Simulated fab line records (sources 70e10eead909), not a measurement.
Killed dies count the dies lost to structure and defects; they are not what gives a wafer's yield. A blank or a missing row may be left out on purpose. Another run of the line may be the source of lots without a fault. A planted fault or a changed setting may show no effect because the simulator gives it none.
fab line records -- flow nand-harc
record: lots: 14, wafers: 42, last-day: 33
route steps=1302 shown A_CHANNEL_FILL_D1@507 A_DECK1_JOINT@542 A_ONON_D2@545
lots that met no fault: from a run of the same line without faults
start-h: the number of hours between the record's first day and the start of the first shown wafer of the lot -- wait-h: hours elapsed since this lot's preceding step -- " as in the row above -- L1.1+2: a single row standing in for several wafers -- - no value, or no start given -- * or withheld: withheld -- < > ~ a bound
route shown NAME@n: a module of which the file shows steps, and the number in the route of the first -- usual: the fault-free wafers' mean and standard deviation -- same: alike in all rows -- chamber/n: place in a boat -- sites: readings site by site -- _std_site: the values' standard deviation -- _edge_site: mean of outer sites minus mean of inner sites -- radius-mm: for every site, how far away it sits from the centre of the wafer -- mask NAME#n: copy n -- behind: the most recent tool/chamber to have shaped the wafer -- hold: cause of the lot's hold/its duration in hours/its outcome -- device: the transistor (n, p or np) that didn't switch -- end of line: tests of these same wafers at the route's end -- step lacking rows: just its recipe -- killed: count of dies lost to structure and defects at first sort (not the wafer's yield) -- map: per-die view of a wafer (x killed, . not killed, _ where there is no die)
set.NAME: setting as actually run; set.NAME@STEP: the setting as run at that earlier step -- model.NAME: the simulator's own value behind a step, which no gauge read
the route's steps for a sample of lots (tables are steps, rows are wafers)
services: from which hour (start-h, from the record's first day; less than 0 if before it) a tool's chamber was out of use, for how many hours, and why
== steps ==
step: NHARC_A_CHANNEL_FILL_D1_ALD_25
recipe: target-thk-a: 600, pulse-time-s: 10, ald-cycles: 600, temp-c: 300, material: SiOx
usual: heater-power-w: 483/45, precursor-pulse-height-rel: 0.997/0.022
lot.wafer,tool,chamber,start-h,wait-h,heater-power-w,precursor-pulse-height-rel
L897.1,ald-hk-04,2,231.39,1.9,475,1.016
L897.5,ald-hk-04,3,231.39,1.9,488,1.007
L897.6,ald-hk-04,0,231.39,1.9,537,0.973
L900.4,ald-hk-03,3,254.83,0.0,549,1.053
L900.3,ald-hk-03,1,257.31,2.5,448,0.973
L900.5,ald-hk-03,0,261.04,6.3,435,1.008
L901.3,ald-hk-01,2,261.99,0.1,511,0.994
L901.1,ald-hk-01,3,261.99,0.1,538,1.010
L901.4,ald-hk-01,0,261.99,0.1,464,0.964
L903.3,ald-hk-01,0,282.74,0.1,459,1.008
L903.2,ald-hk-01,2,283.96,1.3,509,1.036
L903.5,ald-hk-01,1,285.81,3.1,438,0.989
L910.3,ald-hk-03,3,354.46,0.7,553,0.983
L910.6,ald-hk-03,2,356.31,2.5,437,0.964
L910.5,ald-hk-03,3,356.31,2.5,564,1.026
L911.1,ald-hk-01,0,373.04,0.1,456,1.004
L911.3,ald-hk-01,3,374.91,1.9,549,0.974
L911.6,ald-hk-01,0,374.91,1.9,457,0.990
L912.1,ald-hk-03,3,379.61,0.7,562,0.982
L912.4,ald-hk-03,1,380.84,1.9,456,0.962
L912.5,ald-hk-03,3,382.07,3.1,555,1.016
L914.4,ald-hk-04,0,399.42,1.5,520,1.040
L914.3,ald-hk-04,1,399.42,1.5,458,1.033
L914.5,ald-hk-04,2,399.42,1.5,485,0.994
L915.2,ald-hk-03,0,402.00,0.1,398,0.982
L915.1,ald-hk-03,2,403.22,1.3,441,1.004
L915.5,ald-hk-03,1,405.07,3.1,441,1.026
L916.1,ald-hk-04,1,403.83,1.9,450,0.998
L916.6,ald-hk-04,2,403.83,1.9,503,1.034
L916.5,ald-hk-04,3,403.83,1.9,515,1.029
L917.1,ald-hk-03,1,422.62,0.1,453,0.994
L917.2,ald-hk-03,3,423.89,1.3,559,1.021
L917.5,ald-hk-03,2,425.79,3.2,455,1.008
L918.4,ald-hk-03,3,440.79,0.0,570,0.997
L918.2,ald-hk-03,0,442.03,1.3,410,0.981
L918.5,ald-hk-03,0,446.97,6.2,400,1.018
L919.2,ald-hk-01,0,442.49,1.7,469,0.974
L919.3,ald-hk-01,1,442.49,1.7,450,0.988
L919.4,ald-hk-01,2,442.49,1.7,491,0.989
L920.2,ald-hk-04,2,457.43,1.3,518,0.963
L920.3,ald-hk-04,3,457.43,1.3,500,0.994
L920.6,ald-hk-04,1,459.27,3.1,449,1.023
step: NHARC_A_DECK1_JOINT_DEP_16
recipe: target-thk-a: 450, temp-c: 400, pressure-torr: 6.5, rf-w: 900, teos-flow-sccm: 161.4, flow-sccm: 2650, target-thk-nm: 45, gas: O2, material: SiO2
usual: heater-power-w: 590/95, mfc-precursor-sccm: 161.4/0.46, throttle-valve-pct: 15.8/0.61
lot.wafer,tool,chamber,start-h,wait-h,heater-power-w,mfc-precursor-sccm,throttle-valve-pct
L897.1,pecvd-02,1,273.98,0.1,586,161.8,15.8
L897.5,pecvd-02,2,273.98,0.1,578,161.5,15.2
L897.6,pecvd-02,0,273.98,0.1,669,161.4,15.9
L900.3,pecvd-02,1,306.66,0.1,542,161.2,15.4
L900.4,pecvd-02,1,306.66,0.1,539,161.3,15.5
L900.5,pecvd-02,2,306.66,0.1,646,161.8,15.3
L901.3,pecvd-03,0,312.35,0.1,685,161.0,17.0
L901.1,pecvd-03,2,312.35,0.1,508,162.1,16.6
L901.4,pecvd-03,1,312.35,0.1,478,160.7,16.1
L903.2,pecvd-03,0,331.10,0.1,798,161.0,16.8
L903.3,pecvd-03,1,331.10,0.1,547,160.8,16.1
L903.5,pecvd-03,2,331.10,0.1,527,161.6,16.2
L910.3,pecvd-03,1,399.02,0.1,435,161.1,16.1
L910.6,pecvd-03,0,399.02,0.1,750,162.0,16.7
L910.5,pecvd-03,2,399.02,0.1,601,162.0,16.7
L911.3,pecvd-03,1,420.68,0.1,463,160.8,16.1
L911.1,pecvd-03,0,420.68,0.1,753,162.4,16.1
L911.6,pecvd-03,1,420.68,0.1,461,160.9,16.1
L912.1,pecvd-02,2,426.21,0.1,705,161.0,14.8
L912.4,pecvd-02,1,426.21,0.1,597,161.4,15.3
L912.5,pecvd-02,2,426.21,0.1,722,160.6,15.0
L916.1,pecvd-04,1,446.33,0.1,545,161.3,15.0
L916.6,pecvd-04,1,446.33,0.1,555,162.1,15.2
L916.5,pecvd-04,0,446.33,0.1,477,161.3,15.6
L914.3,pecvd-02,0,446.37,0.1,594,161.4,15.4
L914.5,pecvd-02,0,446.37,0.1,608,161.4,15.5
L914.4,pecvd-02,1,446.37,0.1,635,161.1,15.1
L915.1,pecvd-04,0,446.54,0.3,464,161.5,15.7
L915.2,pecvd-04,1,446.54,0.3,601,160.5,15.0
L915.5,pecvd-04,0,446.54,0.3,472,161.6,15.7
L917.2,pecvd-02,0,467.46,0.1,544,162.0,15.1
L917.1,pecvd-02,1,467.46,0.1,589,161.7,14.9
L917.5,pecvd-02,1,467.46,0.1,594,161.6,15.1
L919.3,pecvd-02,2,487.68,0.1,630,161.2,14.8
L919.2,pecvd-02,0,487.68,0.1,653,161.0,15.4
L919.4,pecvd-02,0,487.68,0.1,659,161.4,15.3
L918.2,pecvd-04,0,487.72,0.1,453,161.7,15.3
L918.5,pecvd-04,2,487.72,0.1,515,162.1,15.9
L918.4,pecvd-04,1,487.72,0.1,563,162.0,15.2
L920.2,pecvd-04,2,501.70,0.1,464,162.3,16.0
L920.3,pecvd-04,0,501.70,0.1,481,162.2,15.4
L920.6,pecvd-04,0,501.70,0.1,468,161.5,15.5
step: NHARC_A_ONON_D2_DEP_00
recipe: target-thk-a: 10000, n2-flow-sccm: 2750, n2o-flow-sccm: 2000, nh3-flow-sccm: 500, sih4-flow-sccm: 210, temp-c: 400
usual: nh3-flow-sccm: 500.0/1.6
lot.wafer,tool,chamber,start-h,wait-h,nh3-flow-sccm
L897.1,pecvd-onon-04,0,274.31,0.1,497.4
L897.5,pecvd-onon-04,0,274.31,0.1,497.4
L897.6,pecvd-onon-04,0,274.31,0.1,497.6
L900.3,pecvd-onon-04,0,307.13,0.2,503.0
L900.4,pecvd-onon-04,0,307.13,0.2,500.8
L900.5,pecvd-onon-04,0,307.13,0.2,500.8
L901.1,pecvd-onon-01,0,312.74,0.1,500.4
L901.3,pecvd-onon-01,0,312.74,0.1,499.0
L901.4,pecvd-onon-01,0,312.74,0.1,499.8
L903.2,pecvd-onon-04,0,331.54,0.1,501.6
L903.3,pecvd-onon-04,0,331.54,0.1,499.4
L903.5,pecvd-onon-04,0,331.54,0.1,502.1
L910.3,pecvd-onon-04,0,399.49,0.2,501.7
L910.5,pecvd-onon-04,0,399.49,0.2,497.3
L910.6,pecvd-onon-04,0,399.49,0.2,500.9
L911.1,pecvd-onon-04,0,421.06,0.1,501.7
L911.3,pecvd-onon-04,0,421.06,0.1,501.0
L911.6,pecvd-onon-04,0,421.06,0.1,500.7
L912.1,pecvd-onon-04,0,426.54,0.1,498.2
L912.4,pecvd-onon-04,0,426.54,0.1,498.8
L912.5,pecvd-onon-04,0,426.54,0.1,500.5
L916.1,pecvd-onon-03,0,446.72,0.1,497.9
L916.5,pecvd-onon-03,0,446.72,0.1,497.5
L916.6,pecvd-onon-03,0,446.72,0.1,496.7
L914.3,pecvd-onon-04,0,446.84,0.2,500.1
L914.4,pecvd-onon-04,0,446.84,0.2,501.7
L914.5,pecvd-onon-04,0,446.84,0.2,499.3
L915.1,pecvd-onon-01,0,446.89,0.1,496.7
L915.2,pecvd-onon-01,0,446.89,0.1,498.7
L915.5,pecvd-onon-01,0,446.89,0.1,498.7
L917.1,pecvd-onon-04,0,467.84,0.1,503.1
L917.2,pecvd-onon-04,0,467.84,0.1,502.8
L917.5,pecvd-onon-04,0,467.84,0.1,502.9
L919.2,pecvd-onon-04,0,488.13,0.1,499.2
L919.3,pecvd-onon-04,0,488.13,0.1,499.7
L919.4,pecvd-onon-04,0,488.13,0.1,501.7
L918.2,pecvd-onon-03,0,488.13,0.1,501.8
L918.4,pecvd-onon-03,0,488.13,0.1,500.4
L918.5,pecvd-onon-03,0,488.13,0.1,498.9
L920.2,pecvd-onon-03,0,502.14,0.1,500.3
L920.3,pecvd-onon-03,0,502.14,0.1,501.5
L920.6,pecvd-onon-03,0,502.14,0.1,499.6
step: NHARC_A_ONON_D2_THK_MEAS_02
recipe: thk-meas-gauge: ellipsometry
usual: thk-nm: 1004/7.1
lot.wafer,tool,chamber,start-h,wait-h,hold,thk-nm
L897.1,film-metro-01,-,274.81,-,-,990
L897.5,film-metro-01,-,274.81,-,-,992
L897.6,film-metro-01,-,274.81,-,-,992
L900.3,film-metro-02,-,307.53,-,await-dispo/0.2h/release,1809
L900.4,film-metro-02,-,307.53,-,await-dispo/0.2h/release,1811
L900.5,film-metro-02,-,307.53,-,await-dispo/0.2h/release,1812
L900.3,film-metro-02,-,307.70,0.2,-,1811
L900.4,film-metro-02,-,307.70,0.2,-,1813
L900.5,film-metro-02,-,307.70,0.2,-,1813
L901.1,film-metro-01,-,313.24,-,-,1011
L901.3,film-metro-01,-,313.24,-,-,1009
L901.4,film-metro-01,-,313.24,-,-,1012
L903.2,film-metro-01,-,331.99,-,await-dispo/0.2h/release,1816
L903.3,film-metro-01,-,331.99,-,await-dispo/0.2h/release,1814
L903.5,film-metro-01,-,331.99,-,await-dispo/0.2h/release,1815
L903.2,film-metro-01,-,332.16,0.2,-,1812
L903.3,film-metro-01,-,332.16,0.2,-,1812
L903.5,film-metro-01,-,332.16,0.2,-,1813
L910.3,film-metro-01,-,399.89,-,-,1007
L910.5,film-metro-01,-,399.89,-,-,1004
L910.6,film-metro-01,-,399.89,-,-,1006
L911.1,film-metro-02,-,421.58,-,-,1007
L911.3,film-metro-02,-,421.58,-,-,1008
L911.6,film-metro-02,-,421.58,-,-,1009
L912.1,film-metro-01,-,427.04,-,-,1007
L912.4,film-metro-01,-,427.04,-,-,1010
L912.5,film-metro-01,-,427.04,-,-,1009
L916.1,film-metro-01,-,447.23,-,-,999
L916.5,film-metro-01,-,447.23,-,-,999
L916.6,film-metro-01,-,447.23,-,-,998
L914.3,film-metro-02,-,447.24,-,-,1003
L914.4,film-metro-02,-,447.24,-,-,1002
L914.5,film-metro-02,-,447.24,-,-,1002
L915.1,film-metro-02,-,447.40,-,-,1011
L915.2,film-metro-02,-,447.40,-,-,1009
L915.5,film-metro-02,-,447.40,-,-,1010
L917.1,film-metro-01,-,468.35,-,-,1006
L917.2,film-metro-01,-,468.35,-,-,1005
L917.5,film-metro-01,-,468.35,-,-,1005
L919.2,film-metro-01,-,488.58,-,-,1002
L919.3,film-metro-01,-,488.58,-,-,1002
L919.4,film-metro-01,-,488.58,-,-,1002
L918.2,film-metro-02,-,488.59,-,-,1002
L918.4,film-metro-02,-,488.59,-,-,1000
L918.5,film-metro-02,-,488.59,-,-,999
L920.2,film-metro-02,-,502.59,-,-,999
L920.3,film-metro-02,-,502.59,-,-,1001
L920.6,film-metro-02,-,502.59,-,-,1000
step: NHARC_A_ONON_D2_THK_MEAS_05
recipe: thk-meas-gauge: ellipsometry
usual: thk-nm: 999/12
lot.wafer,tool,chamber,start-h,wait-h,thk-nm
L897.1,film-metro-01,-,275.38,-,1001
L897.5,film-metro-01,-,275.38,-,1001
L897.6,film-metro-01,-,275.38,-,998
L901.1,film-metro-01,-,313.81,-,988
L901.3,film-metro-01,-,313.81,-,987
L901.4,film-metro-01,-,313.81,-,988
L910.3,film-metro-01,-,400.46,-,1008
L910.5,film-metro-01,-,400.46,-,1008
L910.6,film-metro-01,-,400.46,-,1006
L911.1,film-metro-01,-,422.14,-,987
L911.3,film-metro-01,-,422.14,-,987
L911.6,film-metro-01,-,422.14,-,985
L912.1,film-metro-01,-,427.61,-,1009
L912.4,film-metro-01,-,427.61,-,1007
L912.5,film-metro-01,-,427.61,-,1006
L916.1,film-metro-01,-,447.79,-,1014
L916.5,film-metro-01,-,447.79,-,1015
L916.6,film-metro-01,-,447.79,-,1014
L914.3,film-metro-02,-,447.81,-,985
L914.4,film-metro-02,-,447.81,-,983
L914.5,film-metro-02,-,447.81,-,986
L915.1,film-metro-01,-,447.97,-,989
L915.2,film-metro-01,-,447.97,-,986
L915.5,film-metro-01,-,447.97,-,987
L917.1,film-metro-01,-,468.92,-,988
L917.2,film-metro-01,-,468.92,-,989
L917.5,film-metro-01,-,468.92,-,988
L919.2,film-metro-01,-,489.15,-,984
L919.3,film-metro-01,-,489.15,-,986
L919.4,film-metro-01,-,489.15,-,986
L918.2,film-metro-02,-,489.16,-,996
L918.4,film-metro-02,-,489.16,-,998
L918.5,film-metro-02,-,489.16,-,995
L920.2,film-metro-01,-,503.15,-,1023
L920.3,film-metro-01,-,503.15,-,1021
L920.6,film-metro-01,-,503.15,-,1021
== services ==
tool,chamber,start-h,hours,kind
pecvd-03,-,209.55,0.5,repair
ald-hk-03,-,212.56,10.0,pm
pecvd-02,2,215.22,21.4,repair
pecvd-02,-,226.98,1.6,repair
pecvd-02,-,228.62,13.0,pm
ald-hk-04,-,254.00,10.0,pm
pecvd-04,-,269.12,13.0,pm
pecvd-02,1,292.36,3.5,repair
pecvd-onon-04,-,311.00,13.0,pm
pecvd-04,-,313.03,0.6,repair
pecvd-04,-,319.65,0.9,repair
pecvd-04,1,322.90,18.7,repair
ald-hk-03,-,325.75,1.5,repair
pecvd-02,-,363.02,1.0,repair
pecvd-03,-,366.43,13.0,pm
ald-hk-03,-,390.56,10.0,pm
pecvd-02,-,397.18,0.7,repair
pecvd-02,-,409.62,13.0,pm
pecvd-04,-,450.12,13.0,pm
ald-hk-01,-,458.13,0.7,repair
ald-hk-01,-,475.23,10.0,pm
pecvd-04,-,480.12,1.9,repair
pecvd-02,2,490.44,13.5,repair
pecvd-onon-04,-,492.00,13.0,pm
== key ==
first-sign: step: NHARC_A_ONON_D2_THK_MEAS_02, reading: visit, direction: added
effect: step: NHARC_A_ONON_D2_THK_MEAS_02, reading: thk-nm, direction: up, sigmas: 99+, usual: 1004, struck: 1813
met-at NHARC_A_ONON_D2_DEP_00
struck-lots L900,L903
struck-wafers L900.3,L900.4,L900.5,L903.2,L903.3,L903.5
scrapped-behind NHARC_A_ONON_D2_THK_MEAS_02 L900.3,L900.4,L900.5,L903.2,L903.3,L903.5
not-acting-at NHARC_A_CHANNEL_FILL_D1_ALD_25,NHARC_A_DECK1_JOINT_DEP_16,NHARC_A_ONON_D2_THK_MEAS_05
onset-between 274.31 307.13
fault: kind: process-parameter-drift, tool: pecvd-onon-04, chamber: 0, onset-h: 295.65, steps: NHARC_A_ONON_D2_DEP_00, channel: target-thk-a, offset: *, shape: step, end-h: 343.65, acts-in: *, stated: *
